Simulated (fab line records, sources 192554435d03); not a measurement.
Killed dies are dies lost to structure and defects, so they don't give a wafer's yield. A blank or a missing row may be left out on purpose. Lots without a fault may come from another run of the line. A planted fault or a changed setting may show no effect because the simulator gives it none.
fab line records | flow n5_finfet | part 2 of 2: steps 22 to 27 of 27
record lots=7 wafers=21 last_day=18
route steps=1938 shown BEOL_M0_SAQP@642 BEOL_M4@1111
lots that met no fault: from a run of the same line without faults
start_h: hours from the record's first day to the start of the lot's first wafer shown | wait_h: hours since the lot's step before | " the same as in the row above | L1.1+2: a row that stands for several wafers | - no value, or no start given | * or withheld: withheld | < > ~ a bound
route shown NAME@n: a module of which the file shows steps, and the number in the route of the first | usual: mean/standard deviation of fault-free wafers | same: alike in all rows | chamber/n: place in a boat | sites: the reading at each site | _std_site: their standard deviation | _edge_site: outer sites' mean less inner sites' | radius_mm: how far each site lies from the wafer's centre | mask NAME#n: copy n | behind: the tool/chamber that last shaped the wafer | hold: why the lot was held/for how many hours/how that ended | device: the transistor (n, p or np) that didn't switch | end of line: the same wafers' tests at the end of the route | a step without rows: its recipe alone | killed: dies lost to structure and defects at the first sort, not the wafer's yield | map: a wafer's dies, x killed, . not, _ none there
set.NAME: the setting as run; set.NAME@STEP: as run at that earlier step | model.NAME: the simulator's own value behind a step, which no gauge read
lots at some steps of the route; a table a step, a row a wafer
services: from which hour (start_h, from the record's first day; less than 0 if before it) a tool's chamber was out of use, for how many hours, and why
## steps
# step N5_BEOL_M0_SAQP_SPACER1_ALD_98
# recipe material=SiO2 target_thk_a=128 temp_c=300 ald_precursor_family=BDEAS ald_co_reactant=O2-plasma pulse_time_s=1 purge_time_s=2 co_reactant_purge_time_s=2 ald_cycles=138 pressure_torr=2
# usual heater_power_w=460/39 precursor_pulse_height_rel=0.998/0.019
# same ald_cycles=138
# columns lot.wafer tool chamber start_h wait_h heater_power_w precursor_pulse_height_rel
L504.1 ald_sin-01 2 119.94 1.2 523 1.004
L504.2 " 1 " " 439 1.010
L504.5 " 3 " " 516 0.996
L507.1 ald_sin-04 2 140.27 0.3 488 1.001
L507.3 " 1 " " 450 1.001
L507.5 " 0 " " 480 1.021
L518.3 ald_sin-01 2 209.25 0.1 531 0.988
L518.4 " 2 " " 522 0.995
L518.5 " 0 " " 459 1.030
L519.2 ald_sin-02 1 212.38 0.3 439 1.015
L519.3 " 2 " " 387 0.988
L519.5 " 0 " " 446 1.000
L517.1 ald_sin-01 1 214.46 1.9 438 0.994
L517.4 " 3 " " 504 0.994
L517.5 " 1 " " 444 0.973
L523.1 ald_sin-04 1 235.63 0.3 427 0.983
L523.3 " 2 " " 454 1.034
L523.4 " 0 " " 431 1.027
L525.3 ald_sin-02 3 249.97 0.9 444 0.982
L525.5 " 2 " " 381 0.983
L525.6 " 3 " " 458 0.980
# step N5_BEOL_M0_SAQP_SPACER1_ETCHBACK_99
# recipe chemistry=CHF3/O2 mode=anisotropic_etchback target=SiO2 target_depth_a=154 time_s=7.7 pressure_mtorr=30 source_w=650 bias_w=170 Ar_flow_sccm=200 CHF3_flow_sccm=50 O2_flow_sccm=5 ion_energy_ev=200
# usual drypump_motor_current_A=5.9/0.34 mfc_ar_sccm=200.0/0.67 oes_product_au=0.80/0.088 rf_vpp_V=524/6.3 showerhead_plenum_p_Torr=2.43/0.064 throttle_valve_pct=18.9/0.33
# columns lot.wafer tool chamber start_h wait_h drypump_motor_current_A mfc_ar_sccm oes_product_au rf_hours_counter_h rf_vpp_V showerhead_plenum_p_Torr throttle_valve_pct
L504.1 rie_diel-03 0 120.42 0.3 5.6 201.3 0.92 29 519 2.36 18.3
L504.2 " 3 " " 6.3 199.9 0.77 138 520 2.52 18.8
L504.5 " 0 " " 5.6 200.2 0.91 - 519 2.36 18.3
L507.1 rie_diel-04 3 140.91 0.4 5.4 199.3 0.80 104 527 2.43 18.8
L507.3 " 2 " " 5.6 199.7 0.83 88 517 2.34 18.8
L507.5 " 0 " " 6.3 201.4 0.66 - 525 2.37 19.3
L518.3 rie_diel-06 3 209.72 0.3 5.8 199.7 0.34 16 517 2.46 18.3
L518.4 " 0 " " 5.7 200.0 0.26 237 531 2.47 18.8
L518.5 " 1 " " 5.9 200.0 0.27 - 535 2.38 19.3
L519.2 rie_diel-06 2 213.19 0.6 5.2 200.1 0.30 89 534 2.42 19.0
L519.3 " 3 " " 5.8 198.7 0.34 17 518 2.46 18.3
L519.5 " 1 " " 5.9 200.1 0.26 - 532 2.38 19.3
L517.1 rie_diel-03 2 214.94 0.3 6.3 199.8 0.34 26 515 2.36 18.5
L517.4 " 3 " " 6.3 199.9 0.28 165 520 2.51 18.8
L517.5 " 3 " " 6.3 199.6 0.28 - 522 2.51 18.7
L523.1 rie_diel-03 1 236.11 0.3 6.1 200.8 0.73 184 529 2.50 19.3
L523.3 " 2 " " 6.3 200.4 0.90 33 513 2.36 18.6
L523.4 " 0 " " 5.6 199.5 0.86 64 519 2.35 18.4
L525.3 rie_diel-04 0 250.45 0.3 6.3 200.2 0.89 21 524 2.36 19.0
L525.5 " 0 " " 6.3 199.4 0.90 - 523 2.36 19.0
L525.6 " 3 " " 5.4 200.4 0.78 - 526 2.42 18.9
# step N5_BEOL_M0_SAQP_MANDREL1_REMOVE_100
# recipe chemistry=HBr/Cl2/O2 bt_time_s=10 target=a-Si stop_on=SiNx endpoint=OES-SiCl over_etch_frac=0.85 icp_w=600 bias_w=30 HBr_flow_sccm=150 Cl2_flow_sccm=80 O2_flow_sccm=5 pressure_mtorr=10
# usual drypump_motor_current_A=5.8/0.36 oes_product_au=1.005/0.02 throttle_valve_pct=36.73/0.28
# columns lot.wafer tool chamber start_h wait_h drypump_motor_current_A oes_product_au rf_hours_counter_h throttle_valve_pct
L504.1 rie_si-02 3 120.51 0.1 5.2 1.047 155 36.53
L504.2 " 2 " " 5.7 0.988 128 36.77
L504.5 " 3 " " 5.3 1.029 - 36.52
L507.1 rie_si-05 3 140.99 0.1 5.3 1.000 17 36.71
L507.3 " 0 " " 6.2 0.998 96 36.92
L507.5 " 3 " " 5.3 0.994 - 36.71
L518.3 rie_si-06 2 209.81 0.1 5.6 0.373 20 37.08
L518.4 " 3 " " 6.2 0.385 137 36.13
L518.5 " 0 " " 5.7 0.366 - 36.51
L519.2 rie_si-06 3 213.27 0.1 6.3 0.378 137 36.15
L519.3 " 2 " " 5.6 0.375 20 37.07
L519.5 " 1 " " 5.7 0.384 - 36.66
L517.1 rie_si-06 2 215.03 0.1 5.6 0.369 20 37.07
L517.4 " 3 " " 6.2 0.381 137 36.14
L517.5 " 3 " " 6.2 0.381 - 36.12
L523.1 rie_si-06 3 236.20 0.1 6.3 1.031 137 36.13
L523.3 " 2 " " 5.7 0.994 21 37.07
L523.4 " 1 " " 5.7 1.036 147 36.66
L525.3 rie_si-06 3 250.53 0.1 6.2 1.027 138 36.15
L525.5 " 3 " " 6.3 1.028 - 36.13
L525.6 " 0 " " 5.7 0.989 - 36.51
# step N5_BEOL_M0_SAQP_CD_MEAS_25
# recipe target_cd_nm=13.1 landing_energy_ev=1000 detector=se_inlens
# usual cd_nm=12.81/0.21
# columns lot.wafer tool chamber start_h wait_h cd_nm
L504.1 cd_sem-03 0 120.62 0.1 12.95
L504.2 " 0 " " 12.62
L504.5 " 0 " " 12.64
L507.1 cd_sem-03 0 141.10 0.1 12.69
L507.3 " 0 " " 12.49
L507.5 " 0 " " 13.02
L518.3 cd_sem-01 0 209.92 0.1 -
L518.4 " 0 " " -
L518.5 " 0 " " -
L519.2 cd_sem-01 0 213.38 0.1 -
L519.3 " 0 " " -
L519.5 " 0 " " -
L517.1 cd_sem-01 0 215.14 0.1 -
L517.4 " 0 " " -
L517.5 " 0 " " -
L523.1 cd_sem-03 0 236.31 0.1 13.05
L523.3 " 0 " " 13.06
L523.4 " 0 " " 12.47
L525.3 cd_sem-01 0 250.64 0.1 13.01
L525.5 " 0 " " 12.34
L525.6 " 0 " " 12.78
# step N5_BEOL_M0_SAQP_ETCH_101
# recipe chemistry=CH3F/O2 target=SiNx mask_material=SiO2 target_depth_a=299 time_s=42.7 pressure_mtorr=30 source_w=395 bias_w=73 Ar_flow_sccm=150 CH3F_flow_sccm=30 O2_flow_sccm=20 ion_energy_ev=120
# step N5_BEOL_M4_RC_MEAS_101
# usual DIBL_N=36.5/1.4 DIBL_P=36.5/1.6 IOFF_N=0.163/0.022 IOFF_P=0.219/0.029 ION_N=675/8.3 ION_P=464/6.2 SS_N=71.5/0.52 SS_P=73.4/0.57 VT_N=249.7/2.6 VT_P=-250/3
# columns lot.wafer tool chamber start_h wait_h DIBL_N[mV/V] DIBL_P[mV/V] IOFF_N[nA/um] IOFF_P[nA/um] ION_N[uA/um] ION_P[uA/um] SS_N[mV/dec] SS_P[mV/dec] VT_N[mV] VT_P[mV]
L504.1 prober-01 0 183.17 0.0 35.1 35.4 0.143 0.181 667 453 70.8 73.2 250.3 -253
L504.2 " 0 " " 35.9 36.8 0.167 0.206 674 459 72.0 73.4 246.6 -252
L504.5 " 0 " " 34.9 34.7 0.136 0.169 661 455 71.5 73.3 251.5 -255
L507.1 prober-02 0 201.60 0.0 37.2 36.7 0.175 0.217 675 462 71.6 74.2 249.6 -253
L507.3 " 0 " " 36.6 35.0 0.162 0.191 679 463 71.9 73.3 253.3 -253
L507.5 " 0 " " 38.3 38.0 0.198 0.237 681 470 71.6 74.3 247.6 -250
L523.1 prober-01 0 298.21 0.0 36.8 37.1 0.175 0.198 666 450 71.4 73.8 251.3 -254
L523.3 " 0 " " 35.0 35.4 0.141 0.176 665 456 70.8 73.8 251.7 -255
L523.4 " 0 " " 34.0 34.5 0.126 0.160 660 454 71.0 73.5 253.9 -253
L525.3 prober-02 0 317.03 0.3 36.0 35.2 0.146 0.213 671 470 72.1 73.3 251.6 -248
L525.5 " 0 " " 36.0 35.6 0.148 0.219 673 463 71.5 73.5 250.7 -249
L525.6 " 0 " " 34.4 32.7 0.123 0.188 675 471 70.1 73.1 250.2 -250
## services
# columns tool chamber start_h hours kind
rie_diel-03 2 103.59 - clean
rie_diel-03 2 103.59 - consumable_replace:focus_ring
rie_diel-03 2 103.59 19.6 scheduled_down
rie_diel-03 2 103.59 19.6 vent_cycle
ald_sin-02 - 108.99 2.8 pm
rie_si-05 2 110.76 3.6 repair
rie_diel-06 1 114.71 23.0 repair
rie_diel-06 3 114.84 4.0 repair
rie_diel-06 3 138.00 - clean
rie_diel-06 3 138.00 - consumable_replace:focus_ring
rie_diel-06 3 138.00 20.4 scheduled_down
rie_diel-06 3 138.00 20.4 vent_cycle
rie_diel-04 1 139.91 2.5 repair
rie_diel-03 1 140.98 6.8 repair
ald_sin-01 3 157.56 52.7 repair
rie_diel-04 - 163.06 1.1 repair
vapor_etch-01 - 174.27 4.0 pm
ald_sin-04 - 178.30 14.0 pm
rie_si-05 0 195.38 8.1 repair
rie_diel-04 3 206.29 13.1 repair
ald_sin-04 - 207.11 14.6 pm
ald_sin-02 3 228.19 19.0 repair
rie_si-05 0 236.37 4.5 repair
ald_sin-04 - 244.53 6.1 pm
## key
first_sign step=N5_BEOL_M0_SAQP_ETCH_84 reading=tool_record direction=missing
effect step=N5_BEOL_M0_SAQP_HM_OPEN_112 reading=oes_product_au direction=down sigmas=4.1 usual=0.52 struck=0.28
effect step=N5_BEOL_M0_SAQP_MANDREL_ETCH_20 reading=oes_product_au direction=down sigmas=31 usual=0.778 struck=0.329
effect step=N5_BEOL_M0_SAQP_SPACER1_ETCHBACK_99 reading=oes_product_au direction=down sigmas=5.7 usual=0.80 struck=0.30
effect step=N5_BEOL_M0_SAQP_MANDREL1_REMOVE_100 reading=oes_product_au direction=down sigmas=31 usual=1.005 struck=0.377
effect step=N5_BEOL_M0_SAQP_CD_MEAS_25 reading=cd_nm direction=missing
model_effect step=N5_BEOL_M0_SAQP_ETCH_84 value=CAR-ArF_of_BEOL_M0_SAQP_COAT_08.thk_nm without=0 struck=55.53
model_effect step=N5_BEOL_M0_SAQP_HM_OPEN_112 value=SiARC_of_BEOL_M0_SAQP_COAT_82.thk_nm without=5.022 struck=10.76
met_at N5_BEOL_M0_SAQP_ETCH_84
struck_wafers L517.1,L517.4,L517.5,L518.3,L518.4,L518.5,L519.2,L519.3,L519.5
later_rows_left_out L517.1,L517.4,L517.5,L518.3,L518.4,L518.5,L519.2,L519.3,L519.5
sort_left_out L517.1,L517.4,L517.5,L518.3,L518.4,L518.5,L519.2,L519.3,L519.5
onset_between 139.46 208.44
fault kind=skipped_step_whole tool=rie_diel-03,rie_diel-04,rie_diel-06 chamber=- onset_h=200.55 steps=N5_BEOL_M0_SAQP_ETCH_84 scope=struck_lots_only
# sort_left_out: the simulated sort isn't trusted on such a fault, so these wafers' sort isn't shown, and their yield isn't known
# later_rows_left_out: the simulator's readings of these wafers behind a module that went badly wrong aren't trusted and aren't shown, but for the sort
